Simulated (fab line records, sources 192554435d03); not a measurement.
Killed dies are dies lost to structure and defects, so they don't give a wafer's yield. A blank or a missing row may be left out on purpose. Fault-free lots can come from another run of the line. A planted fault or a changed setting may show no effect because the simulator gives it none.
A struck lot beside a sound one ; flow n5Finfet ; 15 out of 1938 route steps
Sound: the wafers L589.2, L589.3, L589.5. Wafers struck: L596.3, L596.4. Last of all comes the cause.
At each step with rows: each side's tool, then ch and its chambers, then its first start. Under that, the readings that differ: sound wafers ; struck wafers ; difference of the means ; sigmas: that difference in standard deviations of wafers without a fault.
alike: words and numbers the same on both sides, and readings whose means are apart by under 2 such deviations; not compared: readings that were withheld, readings missing a value for some wafer, numbers with overlapping values and no deviation given by the record, and bounds like >300 which may hide the same value.
A row with sigmas, a row that says differs or no value, or rows on one side alone: a step with any of these is where the two part. Numbers that don't overlap but have no deviation are shown without sigmas and don't part them. A reading that every wafer of one side lacks parts them only if that side has two wafers or more.

N5_SD_ACTIVATION_LSA_01: time 0.0008 s.
  sound on laserAnneal-02 ch 0, day 3 16:34; struck on laserAnneal-02 ch 0, day 5 19:28
  alike: wafer_temp_C_max
N5_SD_ACTIVATION_INSPECT_02: inspects for defects (darkfield).
  struck on defectInspect-02, day 5 19:56; sound on defectInspect-01, day 3 17:04
  alike: rawDefectCount
N5_ILD0_LINER_00: material SiNx, target thk 4 nm, pulse time 1 s, purge time 2 s.
  sound on aldSin-04 ch 0,2,3, day 3 17:16; struck on aldSin-02 ch 0,3, day 5 19:58
  alike: heaterPowerOuterW, heaterPowerW, precursorPulseHeightRel, susceptorTempC
then, 2 steps without rows for these wafers: N5_ILD0_FCVD_FILL_01 (material SiO2 flowable, target thk 200 nm, time 328.3 s); N5_ILD0_CURE_02 (time 1800 s).
N5_ILD0_CMP_03: polishes, stops on SiNx, t overpolish 1.9 s, target thk 197.38 nm.
  sound on cmp-04 ch 1,2, day 3 19:46; struck on cmp-03 ch 0,2, day 5 22:22
  alike: motorCurrentA, overpolishRunS, platenRpm, timeToEndpointS
  not compared: padLifeWafers
N5_ILD0_THK_MEAS_04:
  struck on filmMetro-02, day 5 22:37; sound on filmMetro-01, day 3 20:04
  alike: thkNm
N5_ILD0_CMP_07: polishes SiO2 flowable, stops on poly-Si, t overpolish 1.18 s, target thk 138.88 nm.
  sound on cmp-03 ch 0,1, day 3 20:07; struck on cmp-02 ch 1,3, day 5 22:41
  alike: motorCurrentA, platenRpm
  not compared: padLifeWafers
N5_ILD0_THK_MEAS_08:
  struck on filmMetro-01, day 5 22:56; sound on filmMetro-02, day 3 20:25
  alike: thkNm
then, 1 step without rows for these wafers: N5_ILD0_PRECLEAN_10 (cleans in NF3:NH3, afs cycles 5, time 20 s, sublimation time 60 s).
N5_ILD0_ALD_15: deposits SiNx, target thk 24 nm, pulse time 1 s, ald cycles 480.
  sound on aldSin-04 ch 1,3, day 3 21:08; struck on aldSin-04 ch 1,2, day 5 23:40
reading;sound;struck;difference;sigmas
aldCycles;480 480 480;224 224;-256;
model.SiNx_of_ILD0_ALD_15.thkNm (nm);23.6 24 23.6;11.2 11.4;-12.4;
  alike: heaterPowerOuterW, heaterPowerW, precursorPulseHeightRel, susceptorTempC
N5_ILD0_CMP_12: polishes SiNx, stops on poly-Si, t overpolish 6 s, target thk 17.67 nm.
  sound on cmp-04 ch 0,1,3, day 3 23:20; struck on cmp-02 ch 1,3, day 6 01:52
reading;sound;struck;difference;sigmas
timeToEndpointS (s);25 28 34;11 17;-15;-4
model.SiNx_of_ILD0_ALD_15.thkNm (nm);15.8 16.8 19.8;11.2 11.4;-6.2;
  alike: motorCurrentA, platenRpm
  not compared: padLifeWafers
N5_ILD0_THK_MEAS_13:
  struck on filmMetro-01, day 6 02:10; sound on filmMetro-01, day 3 23:38
reading;sound;struck;difference;sigmas
thkNm (nm);15.9 16.7 19.8;11.2 11.3;-6.2;-4
N5_ILD0_INSPECT_06: inspects for defects (darkfield).
  struck on defectInspect-02, day 6 02:11; sound on defectInspect-02, day 3 23:40
  alike: rawDefectCount
-- the record jumps here: 9 days lie between the struck wafers' starts before and after (it left off in module ILD0 and takes up again in module PASSIVATION, whose first step shown is number 1936 of the route) --
N5_PASSIVATION_PROBE_49:
  record: rows for the struck wafers here (prober-01, day 14 23:17), none for the sound ones

== WHERE THEY PART ==
First at N5_ILD0_CMP_12; last, within this record, at N5_PASSIVATION_PROBE_49.

WHY: the cause the simulator had injected
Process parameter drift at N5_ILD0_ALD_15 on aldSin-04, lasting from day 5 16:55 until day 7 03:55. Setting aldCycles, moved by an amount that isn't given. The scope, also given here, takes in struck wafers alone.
